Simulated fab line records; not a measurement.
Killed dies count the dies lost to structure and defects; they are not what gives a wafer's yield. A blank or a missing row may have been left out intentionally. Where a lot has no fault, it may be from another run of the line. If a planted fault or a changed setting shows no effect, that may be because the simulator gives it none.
The tool behind it: which one?	flow nandHarc	Sampling: 24 lots, 72 wafers, 6 of 1159 route steps

## WHAT EACH GAUGE READ, for each wafer
NHARC_P_M0_THK_MEAS_24: measures by xrf.
lot	measured	on	thkNm (nm)
L074	day 5 19:11	filmMetro-01	116.3 119.7 120.2
L075	day 6 16:27	filmMetro-02	117.9 119.3 115.9
L076	day 6 17:25	filmMetro-01	114.3 116.4 116.1
L077	day 6 17:37	filmMetro-01	116.2 116.8 114.7
L079	day 7 04:31	filmMetro-01	116.1 118.4 119.6
L078	day 7 05:00	filmMetro-01	118.8 117.2 117.6
L082	day 7 20:50	filmMetro-01	117.3 118.8 118.9
L081	day 7 21:22	filmMetro-02	118.0 115.9 118.7
L080	day 7 22:18	filmMetro-02	118.1 116.3 115.4
L083	day 8 05:24	filmMetro-02	116.8 116.5 118.4
L085	day 8 11:27	filmMetro-02	120.1 119.9 118.8
L084	day 8 17:15	filmMetro-01	114.9 117.5 117.2
L086	day 9 05:07	filmMetro-01	118.8 112.3 115.2
L087	day 9 07:08	filmMetro-02	118.5 118.2 116.9
L089	day 9 18:35	filmMetro-01	115.8 116.8 117.3
L088	day 9 19:07	filmMetro-02	120.3 117.8 120.3
L091	day 10 04:14	filmMetro-02	117.9 118.0 118.1
L090	day 10 04:29	filmMetro-02	121.0 118.4 120.0
L092	day 10 09:15	filmMetro-01	115.8 114.6 118.9
L093	day 10 13:08	filmMetro-01	116.9 115.7 113.8
L094	day 10 22:38	filmMetro-01	117.2 114.7 117.2
L095	day 10 23:10	filmMetro-02	118.3 118.5 118.2
L097	day 11 09:54	filmMetro-02	117.1 115.3 116.0
L096	day 11 16:10	filmMetro-01	117.9 117.9 115.3

## WHICH TOOL RAN EACH LOT (tool, then ch and the chambers of the sampled wafers, then the start)
lot	NHARC_P_GATE_STRIP_95	NHARC_P_CONTACT_ETCH_35	NHARC_P_M0_ETCH_15	NHARC_P_M0_STRIP_18	NHARC_P_M0_PVD_21
L074	plasmaAsher-02 ch 0, day 5 08:26	rieDiel-13 ch 0,1, day 5 12:35	rieDiel-12 ch 0,2,3, day 5 17:14 or earlier	rieDiel-03 ch 1,2, day 5 17:14	pvdSputter-02, day 5 19:11 or earlier
L075	plasmaAsher-02 ch 0,1, day 5 15:16	rieDiel-13 ch 0,1, day 5 19:01	rieDiel-11 ch 1,2,3, day 6 14:29 or earlier	rieDiel-12 ch 0,1,3, day 6 14:29	pvdSputter-01, day 6 16:27 or earlier
L076	plasmaAsher-02 ch 0,1, day 6 00:01	rieDiel-01 ch 0,1, day 6 03:50	rieDiel-11 ch 1,2,3, day 6 15:31 or earlier	rieDiel-03 ch 0,1,3, day 6 15:31	pvdSputter-03, day 6 17:25 or earlier
L077	plasmaAsher-02 ch 0, day 6 00:47	rieDiel-13 ch 1,2,3, day 6 04:43	rieDiel-12 ch 0,1, day 6 15:37 or earlier	rieDiel-11 ch 1,2,3, day 6 15:37	pvdSputter-01, day 6 17:37 or earlier
L079	plasmaAsher-02 ch 1, day 6 14:35	rieDiel-04 ch 0,2,3, day 6 18:14	rieDiel-12 ch 1,2,3, day 7 02:32 or earlier	rieDiel-11 ch 1,3, day 7 02:32	pvdSputter-01, day 7 04:31 or earlier
L078	plasmaAsher-01 ch 0,1, day 6 14:42	rieDiel-13 ch 0,1,2, day 6 18:42	rieDiel-12 ch 0,2,3, day 7 02:57 or earlier	rieDiel-03 ch 0,3, day 7 02:57	pvdSputter-02, day 7 05:00 or earlier
L082	plasmaAsher-01 ch 0,1, day 7 08:14	rieDiel-13 ch 1,2, day 7 11:55	rieDiel-03 ch 1,3, day 7 18:52 or earlier	rieDiel-11 ch 2,3, day 7 18:52	pvdSputter-02, day 7 20:50 or earlier
L081	plasmaAsher-02 ch 0,1, day 7 08:47	rieDiel-04 ch 1,3, day 7 12:25	rieDiel-12 ch 0,1, day 7 19:25 or earlier	rieDiel-11 ch 2,3, day 7 19:25	pvdSputter-02, day 7 21:22 or earlier
L080	plasmaAsher-02 ch 0,1, day 7 09:33	rieDiel-01 ch 0,1,3, day 7 13:15	rieDiel-03 ch 0,1,3, day 7 20:19 or earlier	rieDiel-12 ch 0,1,3, day 7 20:19	pvdSputter-02, day 7 22:18 or earlier
L083	plasmaAsher-02 ch 0,1, day 7 16:51	rieDiel-01 ch 2,3, day 7 20:35	rieDiel-11 ch 0,1,3, day 8 03:17 or earlier	rieDiel-03 ch 1,3, day 8 03:17	pvdSputter-02, day 8 05:24 or earlier
L085	plasmaAsher-02 ch 0,1, day 8 01:25	rieDiel-01 ch 0,1,2, day 8 05:02	rieDiel-11 ch 0,2,3, day 8 09:25 or earlier	rieDiel-03 ch 0,1,2, day 8 09:25	pvdSputter-02, day 8 11:27 or earlier
L084	plasmaAsher-01 ch 0,1, day 8 04:25	rieDiel-04 ch 0,2,3, day 8 08:21	rieDiel-11 ch 0,1, day 8 15:23 or earlier	rieDiel-03 ch 1,2,3, day 8 15:23	pvdSputter-03, day 8 17:15 or earlier
L086	plasmaAsher-01 ch 0,1, day 8 18:45	rieDiel-01 ch 0,2,3, day 8 22:28	rieDiel-12 ch 1,2,3, day 9 03:07 or earlier	rieDiel-03 ch 0,1,2, day 9 03:07	pvdSputter-01, day 9 05:07 or earlier
L087	plasmaAsher-01 ch 0, day 8 20:41	rieDiel-01 ch 0,1, day 9 00:22	rieDiel-12 ch 0,2, day 9 05:10 or earlier	rieDiel-12 ch 1,2,3, day 9 05:10	pvdSputter-02, day 9 07:08 or earlier
L089	plasmaAsher-02 ch 0,1, day 9 01:06	rieDiel-13 ch 0,1,3, day 9 04:47	rieDiel-11 ch 1,3, day 9 16:37 or earlier	rieDiel-03 ch 1,3, day 9 16:37	pvdSputter-01, day 9 18:35 or earlier
L088	plasmaAsher-01 ch 0,1, day 9 02:05	rieDiel-04 ch 0,1,3, day 9 05:47	rieDiel-11 ch 0,1,3, day 9 17:08 or earlier	rieDiel-11 ch 0,1,2, day 9 17:08	pvdSputter-02, day 9 19:07 or earlier
L091	plasmaAsher-02 ch 0,1, day 9 07:45	rieDiel-01 ch 0,1,3, day 9 11:32	rieDiel-11 ch 0,1,3, day 10 02:19 or earlier	rieDiel-11 ch 1,2,3, day 10 02:19	pvdSputter-01, day 10 04:14 or earlier
L090	plasmaAsher-01 ch 0,1, day 9 08:23	rieDiel-04 ch 0,1,2, day 9 12:13	rieDiel-12 ch 1,3, day 10 02:33 or earlier	rieDiel-12 ch 2,3, day 10 02:33	pvdSputter-03, day 10 04:29 or earlier
L092	plasmaAsher-02 ch 0,1, day 9 22:16	rieDiel-01 ch 0,1, day 10 02:12	rieDiel-12 ch 1,2, day 10 07:19 or earlier	rieDiel-11 ch 0,1,3, day 10 07:19	pvdSputter-01, day 10 09:15 or earlier
L093	plasmaAsher-01 ch 0,1, day 9 22:23	rieDiel-13 ch 0,1,3, day 10 02:24	rieDiel-12 ch 0,1, day 10 11:10 or earlier	rieDiel-03 ch 0,3, day 10 11:10	pvdSputter-02, day 10 13:08 or earlier
L094	plasmaAsher-01 ch 0,1, day 10 11:31	rieDiel-13 ch 0,1, day 10 15:49	rieDiel-11 ch 0,1,3, day 10 20:41 or earlier	rieDiel-03 ch 0,1,3, day 10 20:41	pvdSputter-03, day 10 22:38 or earlier
L095	plasmaAsher-02 ch 0,1, day 10 12:08	rieDiel-01 ch 1,2,3, day 10 16:23	rieDiel-11 ch 0,2,3, day 10 21:15 or earlier	rieDiel-03 ch 0,1,3, day 10 21:15	pvdSputter-02, day 10 23:10 or earlier
L097	plasmaAsher-01 ch 0,1, day 10 22:28	rieDiel-01 ch 1,2, day 11 02:00	rieDiel-03 ch 0,1,2, day 11 07:54 or earlier	rieDiel-11 ch 0,1, day 11 07:54	pvdSputter-02, day 11 09:54 or earlier
L096	plasmaAsher-02 ch 0,1, day 10 23:10	rieDiel-01 ch 0,1,2, day 11 03:09	rieDiel-03 ch 1,2,3, day 11 14:14 or earlier	rieDiel-12 ch 0,2,3, day 11 14:14	pvdSputter-01, day 11 16:10 or earlier
- NHARC_P_GATE_STRIP_95: strips in O2.
- NHARC_P_CONTACT_ETCH_35: etches the open film in CF4, target depth 39 nm, time 65 s.
- NHARC_P_M0_ETCH_15: etches the open film in C4F8/Ar, target depth 150 nm, overetch 15 nm, time 82.5 s.
- NHARC_P_M0_STRIP_18: strips in N2/H2.
- NHARC_P_M0_PVD_21: deposits Cu, target thk 30 nm, time 20.49 s.

## WHAT THE TOOLS THEMSELVES READ (means of the sampled wafers that have a number; where no wafer has one, the mark that the record gives instead)
NHARC_P_GATE_STRIP_95.
lot	tool	drypumpMotorCurrentA (A)	heaterPowerW (W)
L074	plasmaAsher-02	5.41	326
L075	plasmaAsher-02	5.54	337
L076	plasmaAsher-02	5.54	336
L077	plasmaAsher-02	5.41	325
L079	plasmaAsher-02	5.75	348
L078	plasmaAsher-01	5.52	333
L082	plasmaAsher-01	5.50	331
L081	plasmaAsher-02	5.63	344
L080	plasmaAsher-02	5.62	338
L083	plasmaAsher-02	5.64	346
L085	plasmaAsher-02	5.53	334
L084	plasmaAsher-01	5.49	335
L086	plasmaAsher-01	5.50	332
L087	plasmaAsher-01	5.38	336
L089	plasmaAsher-02	5.54	343
L088	plasmaAsher-01	5.64	321
L091	plasmaAsher-02	5.63	345
L090	plasmaAsher-01	5.49	332
L092	plasmaAsher-02	5.62	342
L093	plasmaAsher-01	5.51	333
L094	plasmaAsher-01	5.52	329
L095	plasmaAsher-02	5.65	340
L097	plasmaAsher-01	5.64	327
L096	plasmaAsher-02	5.64	346

NHARC_P_CONTACT_ETCH_35.
lot	tool	chamberPressureMTorr (mTorr)	drypumpMotorCurrentA (A)	oesProductAu (a.u.)	rfVppV (V)	showerheadPlenumPTorr (Torr)	throttleValvePct (%)
L074	rieDiel-13	49.97	5.9	1.004	151.5	1.81	13.285
L075	rieDiel-13	49.98	5.9	0.996	150.2	1.75	13.279
L076	rieDiel-01	50.04	6.0	0.991	152.4	1.83	13.282
L077	rieDiel-13	49.98	5.9	0.998	151.4	1.78	13.284
L079	rieDiel-04	49.98	6.0	0.994	150.9	1.81	13.272
L078	rieDiel-13	49.98	6.0	0.996	152.0	1.80	13.281
L082	rieDiel-13	49.92	6.0	0.993	150.8	1.74	13.294
L081	rieDiel-04	49.99	5.9	1.002	149.9	1.72	13.294
L080	rieDiel-01	49.99	5.8	0.997	152.2	1.83	13.289
L083	rieDiel-01	50.06	5.4	0.991	152.2	1.81	13.282
L085	rieDiel-01	50.01	5.7	1.001	151.0	1.77	13.291
L084	rieDiel-04	49.94	6.0	1.006	151.9	1.81	13.295
L086	rieDiel-01	50.03	5.5	1.000	150.9	1.76	13.277
L087	rieDiel-01	49.96	5.9	1.009	151.5	1.79	13.283
L089	rieDiel-13	50.00	5.8	1.005	151.1	1.79	13.281
L088	rieDiel-04	49.97	6.0	0.993	150.9	1.77	13.286
L091	rieDiel-01	50.00	5.8	0.998	152.1	1.83	13.290
L090	rieDiel-04	50.01	6.1	1.004	151.4	1.76	13.281
L092	rieDiel-01	49.96	6.0	1.006	152.1	1.83	13.274
L093	rieDiel-13	50.01	5.8	0.999	150.9	1.79	13.286
L094	rieDiel-13	50.02	5.9	1.009	152.1	1.81	13.283
L095	rieDiel-01	50.05	5.6	0.992	152.3	1.81	13.274
L097	rieDiel-01	50.01	5.8	1.006	151.6	1.81	13.289
L096	rieDiel-01	50.00	5.7	1.006	151.3	1.77	13.284

NHARC_P_M0_ETCH_15.
lot	tool	chamberPressureMTorr (mTorr)	oesProductAu (a.u.)	rfVppV (V)
L074	rieDiel-12	25.008	0.966	440.0
L075	rieDiel-11	25.006	0.960	441.8
L076	rieDiel-11	24.993	0.945	441.7
L077	rieDiel-12	25.024	0.932	437.3
L079	rieDiel-12	25.012	0.928	439.0
L078	rieDiel-12	25.011	0.928	438.9
L082	rieDiel-03	24.987	0.920	439.9
L081	rieDiel-12	25.002	0.919	437.8
L080	rieDiel-03	25.006	0.919	440.6
L083	rieDiel-11	25.011	0.929	441.5
L085	rieDiel-11	25.006	0.977	439.6
L084	rieDiel-11	24.992	0.984	442.2
L086	rieDiel-12	24.999	0.924	438.6
L087	rieDiel-12	25.004	0.929	439.5
L089	rieDiel-11	24.984	0.982	443.7
L088	rieDiel-11	24.998	0.967	441.6
L091	rieDiel-11	25.016	0.980	441.8
L090	rieDiel-12	24.988	0.949	438.1
L092	rieDiel-12	25.003	0.950	438.4
L093	rieDiel-12	25.015	0.951	436.9
L094	rieDiel-11	25.029	0.976	442.2
L095	rieDiel-11	25.026	0.965	440.3
L097	rieDiel-03	25.029	0.977	439.7
L096	rieDiel-03	25.019	0.944	439.4

NHARC_P_M0_STRIP_18.
lot	tool	chamberPressureMTorr (mTorr)	drypumpMotorCurrentA (A)	oesProductAu (a.u.)	rfVppV (V)	showerheadPlenumPTorr (Torr)	throttleValvePct (%)
L074	rieDiel-03	29.967	5.8	0.992	91.0	2.01	14.172
L075	rieDiel-12	30.000	5.7	1.000	90.3	1.94	14.164
L076	rieDiel-03	30.012	5.5	0.993	90.2	2.01	14.168
L077	rieDiel-11	30.021	5.6	1.006	90.2	2.06	14.173
L079	rieDiel-11	29.993	5.4	1.006	91.2	2.11	14.167
L078	rieDiel-03	29.992	5.3	0.999	90.4	1.97	14.169
L082	rieDiel-11	29.976	5.8	1.003	90.5	2.02	14.168
L081	rieDiel-11	30.007	6.0	1.005	90.4	1.98	14.175
L080	rieDiel-12	30.019	5.8	0.997	89.8	1.94	14.181
L083	rieDiel-03	29.998	5.2	0.992	91.1	1.98	14.180
L085	rieDiel-03	29.993	5.9	0.991	89.2	2.00	14.171
L084	rieDiel-03	30.028	5.6	0.979	90.6	1.97	14.163
L086	rieDiel-03	30.002	5.9	0.984	90.1	2.00	14.177
L087	rieDiel-12	29.994	5.7	1.012	89.8	1.97	14.175
L089	rieDiel-03	30.002	5.3	0.995	90.2	2.03	14.166
L088	rieDiel-11	29.973	5.3	0.997	89.8	2.02	14.170
L091	rieDiel-11	30.007	5.6	1.006	91.0	2.06	14.169
L090	rieDiel-12	29.981	5.7	1.001	90.8	2.02	14.183
L092	rieDiel-11	29.988	5.1	1.002	91.3	2.07	14.173
L093	rieDiel-03	29.985	5.3	1.002	90.0	1.97	14.167
L094	rieDiel-03	29.987	5.5	1.004	90.5	2.01	14.173
L095	rieDiel-03	29.998	5.5	0.999	90.8	2.01	14.179
L097	rieDiel-11	30.023	4.8	1.011	90.4	2.02	14.172
L096	rieDiel-12	30.012	5.7	0.993	90.7	1.99	14.166

NHARC_P_M0_PVD_21.
lot	tool	throttleValvePct (%)
L074	pvdSputter-02	30.3
L075	pvdSputter-01	30.6
L076	pvdSputter-03	29.5
L077	pvdSputter-01	30.7
L079	pvdSputter-01	29.7
L078	pvdSputter-02	29.5
L082	pvdSputter-02	30.0
L081	pvdSputter-02	29.7
L080	pvdSputter-02	30.1
L083	pvdSputter-02	30.0
L085	pvdSputter-02	29.5
L084	pvdSputter-03	30.5
L086	pvdSputter-01	30.8
L087	pvdSputter-02	29.7
L089	pvdSputter-01	31.3
L088	pvdSputter-02	29.8
L091	pvdSputter-01	30.8
L090	pvdSputter-03	29.6
L092	pvdSputter-01	30.3
L093	pvdSputter-02	29.6
L094	pvdSputter-03	30.7
L095	pvdSputter-02	29.4
L097	pvdSputter-02	29.4
L096	pvdSputter-01	30.9

## THE ANSWER, worked out from the rows above alone
Rule: usual is defined by the lots themselves. Put in order of their means at a reading, lots are off if they are a third of the lots or fewer, leave a main group of 4 or more, and stand apart from it by a gap of 3 or more times the standard deviation of the main group's means; of several such gaps the widest counts. A main group whose means are all the same, to the digits that the tables above print for the reading, isn't used. A lot without any number at a reading at which 4 lots or more have one is off too. Where the step has rows for the other lots, those lots are counted as sound. First the gauges in route order, then the tools' own readings, where a lot's mean is used as printed above. At the first step where some lot is off, the reading lying furthest off is the one used; lots without a number count as furthest.
Across all readings shown, no lot is off: no conclusion can be drawn from this.

## WHAT THE SIMULATOR HAD INSERTED
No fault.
